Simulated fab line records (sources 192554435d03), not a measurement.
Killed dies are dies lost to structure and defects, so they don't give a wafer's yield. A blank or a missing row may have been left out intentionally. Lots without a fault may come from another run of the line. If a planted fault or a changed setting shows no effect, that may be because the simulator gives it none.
Comparing a struck lot with a sound one + flow n5-finfet + 15 steps out of a route of 1938
Sound: wafers L688.3, L688.5, L688.6. Struck: wafers L695.1, L695.2, L695.5. The cause comes at the end.
Order at every step that has rows: each side's tool, ch and its chambers, its first start. Under that, the readings that differ: sound wafers + struck wafers + difference of the means + sigmas: that difference in standard deviations of wafers without a fault.
alike: words and numbers the same on both sides, and readings whose means are apart by under 2 such deviations; not compared: readings that were withheld, readings missing a value for some wafer, numbers with overlapping values and no deviation given by the record, and bounds like >300 which may hide the same value.
Wherever a step has rows on one side only, a row that says differs or no value, or a row with sigmas, the two part there. Numbers that have no deviation but don't overlap get no sigmas and don't part them. A reading missing from all wafers of one side parts the sides only when that side holds two or more wafers.

first, 7 steps without rows for these wafers: N5_BEOL_M9_COAT_75 (time 60 s, resist thk 5 nm); N5_BEOL_M9_COAT_22 (resist thk 30 nm); N5_BEOL_M9_EBR_24; N5_BEOL_M9_SOFTBAKE_23 (time 60 s); N5_BEOL_M9_EXPOSE_25 (exposes mask V8); N5_BEOL_M9_PEB_26 (peb time 60 s); N5_BEOL_M9_DEVELOP_27 (develop time 30 s).
N5_BEOL_M9_CD_MEAS_28 targets a cd of 70 nm.
  sound on cd-sem-01 ch 0, day 10 12:02; struck on cd-sem-02 ch 0, day 12 22:07
  alike: cd-nm
N5_BEOL_M9_OVL_MEAS_29:
  sound on overlay-02 ch 0, day 10 12:04; struck on overlay-02 ch 0, day 12 22:09
  alike: V8_OVL
N5_BEOL_M9_INSPECT_30: inspects for defects (brightfield).
  struck on defect-inspect-01, day 12 22:13; sound on defect-inspect-02, day 10 12:07
  alike: raw-defect-count
N5_BEOL_M9_DESCUM_33: chemistry O2, time 7 s.
  sound on rie-diel-05 ch 0,2, day 10 12:09; struck on rie-diel-03 ch 1,2,3, day 12 22:23
  alike: drypump-motor-current-A, oes-product-au, rf-vpp-V, showerhead-plenum-p-Torr, throttle-valve-pct
  not compared: rf-hours-counter-h
N5_BEOL_M9_ETCH_76: etches underlayer in N2/H2, target depth 6.5 nm, time 5.2 s.
  sound on rie-diel-05 ch 0,2, day 10 12:11; struck on rie-diel-03 ch 1,2,3, day 12 22:25
  alike: bias-w, drypump-motor-current-A, etch-rf-on-time-s, oes-product-au, rf-vpp-V, showerhead-plenum-p-Torr, throttle-valve-pct
  not compared: rf-hours-counter-h
N5_BEOL_M9_ETCH_65: etches SiARC in CF4, target depth 15.6 nm, time 26 s.
  sound on rie-diel-05 ch 0,2, day 10 12:12; struck on rie-diel-03 ch 1,2,3, day 12 22:26
| reading      | sound             | struck            | difference | sigmas |
|--------------|-------------------|-------------------|------------|--------|
| bias-w (W)   | 35.80 36.06 35.84 | 39.62 39.48 39.33 | +3.58      | +36    |
| rf-vpp-V (V) | 184.5 184.5 183.5 | 194.6 196.2 194.6 | +11.0      | +8     |
  alike: drypump-motor-current-A, etch-rf-on-time-s, mfc-ar-sccm, oes-product-au, showerhead-plenum-p-Torr, throttle-valve-pct
  not compared: rf-hours-counter-h
N5_BEOL_M9_ETCH_66: etches SOC in N2/H2, target depth 80 nm, overetch 16 nm, time 120 s.
  sound on rie-diel-05 ch 0,2, day 10 12:14; struck on rie-diel-03 ch 1,2,3, day 12 22:28
  alike: bias-w, drypump-motor-current-A, oes-product-au, rf-vpp-V, showerhead-plenum-p-Torr, throttle-valve-pct
  not compared: rf-hours-counter-h
-- a jump in the record: the struck wafers' starts before and after are 3 days apart (it breaks off in module BEOL_M9 and resumes in module PASSIVATION, where the first step shown is number 1936 of the route) --
N5_PASSIVATION_PROBE_49:
  struck on prober-02, day 15 20:30; sound on prober-01, day 12 22:50
  alike: defect-limited-yield, killed_at_M0_to_M3, killed_at_M4_up, killed-at-contacts, killed-at-front-end, killed-at-other, killed-dies, killed-open, killed-short, sort_bin_5_function, sort_bin_6_memory, sort_bin_8_speed, sort-n-pass, sort-yield-pct

== WHERE THEY PART ==
N5_BEOL_M9_ETCH_65 only, going by this record. Later steps at which nothing parts them and some readings are alike: N5_BEOL_M9_ETCH_66, N5_PASSIVATION_PROBE_49.

WHY: whatever the simulator had introduced
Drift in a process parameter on rie-diel-03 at N5_BEOL_M9_ETCH_65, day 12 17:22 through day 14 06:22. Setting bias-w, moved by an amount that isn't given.
